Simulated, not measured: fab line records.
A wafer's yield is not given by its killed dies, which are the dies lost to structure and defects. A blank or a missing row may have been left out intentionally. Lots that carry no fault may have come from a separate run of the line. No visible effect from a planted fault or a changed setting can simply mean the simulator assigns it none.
Comparing a struck lot with a sound one ; flow n5-finfet ; 27 out of 1938 route steps
Sound: the wafers L872.2, L872.5, L872.6. Struck: wafers L877.1, L877.4 (left out: L877.3, a lot-mate that was not struck); the cause follows at the end.
Per side, at each step with rows, come the tool, then ch with its chambers, and then its first start. Under that, the readings that differ: sound wafers ; struck wafers ; difference of the means ; sigmas: that difference in standard deviations of wafers without a fault.
alike: words and numbers the same on both sides, and readings whose means are apart by under 2 such deviations; not compared: readings that were withheld, readings missing a value for some wafer, numbers with overlapping values and no deviation given by the record, and bounds like >300 which may hide the same value.
A row with sigmas, a row that says differs or no value, or rows on one side alone: a step with any of these is where the two part. Non-overlapping numbers with no deviation appear without sigmas and do not part them. A reading missing from all wafers of one side parts the sides only when that side holds two or more wafers.

first, 1 step without rows for these wafers: N5_BEOL_M13_PRE_CLEAN_42 (time 30 s).
N5_BEOL_M13_SPUTTER_43: material TaN, target thk 15 nm, time 24.19 s.
  sound on pvd-sputter-01, day 15 07:20; struck on pvd-sputter-02, day 16 06:25
  alike: throttle-valve-pct
N5_BEOL_M13_SPUTTER_44: material Ta, target thk 10 nm, time 16.13 s.
  sound on pvd-sputter-01, day 15 07:25; struck on pvd-sputter-02, day 16 06:29
  alike: throttle-valve-pct
N5_BEOL_M13_SPUTTER_45: material Cu, target thk 80 nm, time 13.33 s.
  sound on pvd-sputter-01, day 15 07:29; struck on pvd-sputter-02, day 16 06:34
  alike: chuck-gas-flow-sccm, throttle-valve-pct
then, 2 steps without rows for these wafers: N5_BEOL_M13_ECD_47 (material Cu, target thk 936 nm); N5_BEOL_M13_ANNEAL_48 (time 90 s).
N5_BEOL_M13_CMP_49: polishes, stops on SiOC, t overpolish 17.1 s, target thk 420 nm.
  sound on cmp-03 ch 1,2, day 15 08:05; struck on cmp-02 ch 1,3, day 16 07:22
  alike: barrier-field-endpoint-s, motor-current-A, overpolish-run-s, platen-rpm
N5_BEOL_M13_THK_MEAS_50: measures by xrf.
  sound on film-metro-01, day 15 08:23; struck on film-metro-01, day 16 07:39
  alike: M13_THK
then, 2 steps without rows for these wafers: N5_BEOL_M13_PRE_CLEAN_52 (time 15 s); N5_BEOL_M13_DEP_53 (deposits SiCN from 3MS/NH3, target thk 50 nm, time 17.8 s).
N5_BEOL_M13_RS_MEAS_54: measurement is done with a four-point probe.
  sound on film-metro-02, day 15 08:31; struck on film-metro-02, day 16 07:47
  alike: M13_RS
N5_BEOL_M13_INSPECT_55: inspects for defects (darkfield).
  sound on defect-inspect-01, day 15 08:32; struck on defect-inspect-02, day 16 07:48
  alike: raw-defect-count
N5_BEOL_M14_ILD_DEP_00: deposits SiO2 from TEOS/O2, target thk 1119.3 nm, time 237.4 s.
  sound on pecvd-04 ch 1,2, day 15 08:34; struck on pecvd-01 ch 2, day 16 07:50
  alike: heater-power-w, showerhead-plenum-p-Torr, throttle-valve-pct
N5_BEOL_M14_THK_MEAS_01:
  sound on film-metro-02, day 15 08:46; struck on film-metro-02, day 16 08:02
  alike: M14_ILD_THK
then, 8 steps without rows for these wafers: N5_BEOL_M14_COAT_58 (time 60 s, resist thk 89 nm); N5_BEOL_M14_COAT_04 (resist thk 800 nm); N5_BEOL_M14_EBR_06; N5_BEOL_M14_SOFTBAKE_05 (time 60 s); N5_BEOL_M14_EXPOSE_07 (exposes mask V13); N5_BEOL_M14_PEB_08 (peb time 90 s); N5_BEOL_M14_DEVELOP_09 (develop time 45 s); N5_BEOL_M14_HARDBAKE_14 (time 120 s).
N5_BEOL_M14_CD_MEAS_10: the cd target is 250 nm.
  sound on cd-sem-01 ch 0, day 15 09:04; struck on cd-sem-03 ch 0, day 16 08:20
  alike: cd-nm
N5_BEOL_M14_OVL_MEAS_11:
  sound on overlay-01 ch 0, day 15 09:06; struck on overlay-01 ch 0, day 16 08:23
  alike: V13_OVL
N5_BEOL_M14_INSPECT_12: inspects for defects (macro).
  sound on defect-inspect-01, day 15 09:07; struck on defect-inspect-01, day 16 08:25
reading;sound;struck;difference;sigmas
raw-defect-count;2 1 2;>300 >300;differs;
N5_BEOL_M14_DESCUM_15: chemistry O2, time 7.9 s.
  sound on rie-diel-03 ch 1,3, day 15 09:26; struck on rie-diel-03 ch 1, day 16 08:26
  alike: drypump-motor-current-A, o2-flow-sccm, oes-product-au, rf-vpp-V, showerhead-plenum-p-Torr, throttle-valve-pct
  not compared: rf-hours-counter-h
N5_PASSIVATION_PROBE_49:
  record: rows for the struck wafers here (prober-02, day 17 13:36), none for the sound ones

== WHERE THEY PART ==
At N5_BEOL_M14_INSPECT_12 first; at N5_PASSIVATION_PROBE_49 last (within this record only).

WHY: whatever the simulator had introduced
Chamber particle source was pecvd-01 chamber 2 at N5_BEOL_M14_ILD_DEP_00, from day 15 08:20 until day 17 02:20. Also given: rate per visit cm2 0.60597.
